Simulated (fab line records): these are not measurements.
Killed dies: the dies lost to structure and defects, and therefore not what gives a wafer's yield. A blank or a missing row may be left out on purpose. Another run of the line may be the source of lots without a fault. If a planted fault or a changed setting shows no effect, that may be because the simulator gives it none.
What tool caused it? | flow n5_finfet | Sampling: 10 lots, 30 wafers, 3 of 1938 route steps

WHAT THE GAUGES SHOWED, per wafer
N5_BEOL_M13_RS_MEAS_54: the measuring method here is four-point-probe.
lot  | measured     | on            | M13_RS (ohm/sq)
L977 | day 11 20:37 | film_metro-02 | 0.0448 0.0444 0.0450
L981 | day 12 13:52 | film_metro-02 | 0.0448 0.0455 0.0443
L980 | day 12 15:29 | film_metro-01 | 0.0454 0.0448 0.0455
L982 | day 12 19:28 | film_metro-02 | 0.0462 0.0448 0.0447
L984 | day 14 01:57 | film_metro-02 | 0.0438 0.0452 0.0452
L985 | day 14 08:42 | film_metro-01 | 0.0449 0.0440 0.0450
L987 | day 14 17:17 | film_metro-02 | 0.0442 0.0449 0.0442
L992 | day 15 09:38 | film_metro-01 | 0.0448 0.0458 0.0457
L996 | day 16 21:39 | film_metro-02 | 0.0452 0.0449 0.0448
L997 | day 17 01:03 | film_metro-02 | 0.0452 0.0444 0.0460

N5_BEOL_M14_INSPECT_30: inspects for defects (macro).
lot  | measured     | on                | raw_defect_count
L977 | day 11 22:13 | defect_inspect-02 | 2 2 3
L981 | day 12 16:10 | defect_inspect-01 | 1 1 1
L980 | day 12 17:40 | defect_inspect-02 | 2 0 1
L982 | day 12 21:08 | defect_inspect-01 | 2 2 0
L984 | day 14 04:01 | defect_inspect-01 | >300 >300 298
L985 | day 14 10:26 | defect_inspect-02 | 2 3 3
L987 | day 14 18:47 | defect_inspect-01 | 294 >300 293
L992 | day 15 11:13 | defect_inspect-02 | >300 >300 280
L996 | day 16 23:23 | defect_inspect-02 | 1 4 2
L997 | day 17 03:27 | defect_inspect-02 | 2 0 1

WHAT TOOL EACH LOT RAN ON (gives the tool, then ch and the chambers of the sampled wafers, and finally the start)
lot  | N5_BEOL_M14_ETCH_59
L977 | rie_diel-02 ch 0,2,3, day 11 21:26
L981 | rie_diel-01 ch 1,2,3, day 12 15:23
L980 | rie_diel-02 ch 0,1,3, day 12 16:44
L982 | rie_diel-02 ch 1,2, day 12 20:21
L984 | rie_diel-02 ch 0,1,2, day 14 03:09
L985 | rie_diel-01 ch 0,1, day 14 09:31
L987 | rie_diel-02 ch 0,1,3, day 14 18:00
L992 | rie_diel-02 ch 0,1, day 15 10:26
L996 | rie_diel-01 ch 1,2,3, day 16 22:28
L997 | rie_diel-01 ch 0,1,2, day 17 02:40
- N5_BEOL_M14_ETCH_59: etches BARC in N2/H2, target depth 89 nm, overetch 26.7 nm, time 67.9 s.

AS READ BY THE TOOLS THEMSELVES (means over the sampled wafers that have a number; for cases with no such wafer, the mark the record gives instead)
N5_BEOL_M14_ETCH_59.
lot  | tool        | drypump_motor_current_A (A) | n2_flow_sccm (sccm) | oes_product_au (a.u.) | rf_vpp_V (V) | showerhead_plenum_p_Torr (Torr) | throttle_valve_pct (%)
L977 | rie_diel-02 | 5.9                         | 200.0               | 0.64                  | 522.5        | 2.51                            | 18.01
L981 | rie_diel-01 | 5.4                         | 199.6               | 0.72                  | 522.5        | 2.49                            | 17.90
L980 | rie_diel-02 | 5.9                         | 199.9               | 0.62                  | 522.8        | 2.50                            | 17.84
L982 | rie_diel-02 | 6.1                         | 200.4               | 0.60                  | 523.0        | 2.53                            | 18.00
L984 | rie_diel-02 | 5.9                         | 200.0               | 0.61                  | 522.1        | 2.49                            | 18.02
L985 | rie_diel-01 | 6.0                         | 200.1               | 0.75                  | 522.4        | 2.48                            | 17.63
L987 | rie_diel-02 | 5.9                         | 200.2               | 0.61                  | 522.4        | 2.50                            | 17.87
L992 | rie_diel-02 | 5.9                         | 200.1               | 0.60                  | 522.2        | 2.49                            | 17.87
L996 | rie_diel-01 | 5.4                         | 199.9               | 0.74                  | 522.6        | 2.48                            | 17.83
L997 | rie_diel-01 | 6.0                         | 199.7               | 0.69                  | 521.4        | 2.47                            | 17.76

THE ANSWER, worked out from the rows above alone
Rule: the lots themselves supply what counts as usual. Put in order of their means at a reading, lots are off if they are a third of the lots or fewer, leave a main group of 4 or more, and stand apart from it by a gap of 3 or more times the standard deviation of the main group's means; of several such gaps the widest counts. The tables above print the reading to a certain number of digits; a main group whose means all agree to those digits is not used. Also off: a lot with no number at a reading for which 4 or more lots have one. Where the step has rows for the other lots, those lots are counted as sound. First the gauges in route order, then the tools' own readings, where a lot's mean is used as printed above. At the first step where some lot is off, the reading lying furthest off is the one used; lots without a number count as furthest.
Off at N5_BEOL_M14_INSPECT_30 (raw_defect_count): L984, L987, L992. The main group: mean 1.7, standard deviation 0.69.
A tool fits if, at a process step before that reading, it ran every lot that is off, and no sound lot after the first of them. Gauges at N5_BEOL_M14_INSPECT_30: tried the same way as those tools. One fits: N5_BEOL_M14_ETCH_59 on rie_diel-02. Its last sound lot is L982 (day 12 20:21), its first lot that is off L984 (day 14 03:09): a fault that began between those two fits.

WHAT THE SIMULATOR HAD INSERTED
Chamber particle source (rie_diel-02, N5_BEOL_M14_ETCH_59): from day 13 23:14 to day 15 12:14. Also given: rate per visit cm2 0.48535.
Lots struck among those shown: L984, L987, L992. Same finding as the rule above.
